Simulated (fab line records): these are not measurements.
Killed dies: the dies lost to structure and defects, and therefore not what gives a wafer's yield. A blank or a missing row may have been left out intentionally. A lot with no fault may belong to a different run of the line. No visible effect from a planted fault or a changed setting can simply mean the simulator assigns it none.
Split-lot experiment + flow n5Finfet + 39 wafers read from 7 lots, route of 1938 steps

## ABOUT THE SPLIT
At N5_SD_EPI_N_ETCH_45 (etches SiOCN in CH3F/O2, target depth 6 nm), the setting targetDepthA was moved away from the recipe's 60 angstrom on 18 of the 39 wafers read, by -44.4% to +46.0%. All remaining wafers had this setting at the recipe value.

The reading comes from the split's own step.

## THE READING
etch.depthNm (the simulator's own value, which no gauge read), in nm, at N5_SD_EPI_N_ETCH_45 (etches SiOCN in CH3F/O2, target depth 6 nm). No usual value for it is given in the file. Average 5.987 nm, standard deviation 0.091 nm, over the 21 wafers here run with the recipe.

| wafer  | tool, chamber at the split | targetDepthA as run, angstrom | against the recipe | etch.depthNm, nm | against lot-mates on the recipe |
|--------|----------------------------|-------------------------------|--------------------|------------------|---------------------------------|
| L074.1 | rieDiel-03, 3              | 60                            | recipe             | 6.076            | -                               |
| L074.2 | rieDiel-03, 2              | 60                            | recipe             | 5.97             | -                               |
| L074.3 | rieDiel-03, 0              | 60                            | recipe             | 5.971            | -                               |
| L074.4 | rieDiel-03, 1              | 48.72                         | -18.8%             | 4.78             | -1.226                          |
| L074.5 | rieDiel-03, 2              | 48.72                         | -18.8%             | 4.856            | -1.150                          |
| L074.6 | rieDiel-03, 1              | 48.72                         | -18.8%             | 4.804            | -1.202                          |
| L076.1 | rieDiel-05, 0              | 60                            | recipe             | 6.011            | -                               |
| L076.2 | rieDiel-05, 2              | 40.94                         | -31.8%             | 4.044            | -1.910                          |
| L076.3 | rieDiel-05, 1              | 40.94                         | -31.8%             | 4.026            | -1.928                          |
| L076.4 | rieDiel-05, 3              | 60                            | recipe             | 5.87             | -                               |
| L076.5 | rieDiel-05, 1              | 40.94                         | -31.8%             | 4.053            | -1.901                          |
| L076.6 | rieDiel-05, 0              | 60                            | recipe             | 5.982            | -                               |
| L081.2 | rieDiel-05, 1              | 60                            | recipe             | 5.96             | -                               |
| L081.4 | rieDiel-05, 3              | 60                            | recipe             | 5.863            | -                               |
| L081.6 | rieDiel-05, 1              | 60                            | recipe             | 5.921            | -                               |
| L084.1 | rieDiel-05, 1              | 60                            | recipe             | 5.843            | -                               |
| L084.2 | rieDiel-05, 3              | 60                            | recipe             | 5.878            | -                               |
| L084.3 | rieDiel-05, 2              | 33.35                         | -44.4%             | 3.276            | -2.616                          |
| L084.4 | rieDiel-05, 0              | 33.35                         | -44.4%             | 3.299            | -2.593                          |
| L084.5 | rieDiel-05, 1              | 33.35                         | -44.4%             | 3.283            | -2.609                          |
| L084.6 | rieDiel-05, 2              | 60                            | recipe             | 5.954            | -                               |
| L088.1 | rieDiel-06, 1              | 41.06                         | -31.6%             | 4.249            | -1.806                          |
| L088.2 | rieDiel-06, 3              | 41.06                         | -31.6%             | 4.148            | -1.907                          |
| L088.3 | rieDiel-06, 2              | 60                            | recipe             | 5.974            | -                               |
| L088.4 | rieDiel-06, 1              | 60                            | recipe             | 6.162            | -                               |
| L088.5 | rieDiel-06, 3              | 60                            | recipe             | 6.029            | -                               |
| L088.6 | rieDiel-06, 2              | 41.06                         | -31.6%             | 4.08             | -1.975                          |
| L093.1 | rieDiel-06, 3              | 43.51                         | -27.5%             | 4.412            | -1.691                          |
| L093.2 | rieDiel-06, 1              | 60                            | recipe             | 6.108            | -                               |
| L093.3 | rieDiel-06, 0              | 43.51                         | -27.5%             | 4.321            | -1.782                          |
| L093.4 | rieDiel-06, 3              | 60                            | recipe             | 6.05             | -                               |
| L093.5 | rieDiel-06, 1              | 60                            | recipe             | 6.152            | -                               |
| L093.6 | rieDiel-06, 0              | 43.51                         | -27.5%             | 4.329            | -1.774                          |
| L097.1 | rieDiel-05, 0              | 87.62                         | +46.0%             | 8.593            | +2.611                          |
| L097.2 | rieDiel-05, 1              | 87.62                         | +46.0%             | 8.571            | +2.589                          |
| L097.3 | rieDiel-05, 2              | 60                            | recipe             | 6.022            | -                               |
| L097.4 | rieDiel-05, 2              | 60                            | recipe             | 6.05             | -                               |
| L097.5 | rieDiel-05, 0              | 60                            | recipe             | 5.874            | -                               |
| L097.6 | rieDiel-05, 1              | 87.62                         | +46.0%             | 8.487            | +2.505                          |

FIT RESULTS
A straight line over all 39 wafers: etch.depthNm changes by +0.0584 nm for each +1% of targetDepthA; r = +1.00; the points scatter about the line by 0.088 nm.
The same after taking each lot's own level away (the mean of its wafers on the recipe; 39 wafers): +0.0584 nm for each +1%; r = +1.00; scatter 0.073 nm.
On that fit, the largest move of targetDepthA shifts the reading by 2.7 nm.
Across the lots, their own levels run from 5.8917 to 6.1033 nm, a range of 2.3 times the standard deviation given above.
The two slopes agree, so the slope changes little with the lot-to-lot level.
Check: for one of the wafers moved furthest among these (+46.0%), held out of the fit, the line's prediction against its lot-mates is +2.66 nm. Against them it came out at +2.61 nm.

## THE OTHER SPLITS THESE WAFERS WENT THROUGH
These wafers also went through other splits before the reading. Each is held against what the fit with the lots' levels taken away leaves over:
| other split on the same wafers | wafers away from the commonest value | r with etch.depthNm (lot level and that fit taken away) |
|--------------------------------|--------------------------------------|---------------------------------------------------------|
| N5_FIN_SAQP_HM_DEP_72 timeS    | 12                                   | +0.03                                                   |

## THE FILE'S OWN FIT
etch.depthNm changes by +0.059 nm for each +1% of targetDepthA, r = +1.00.
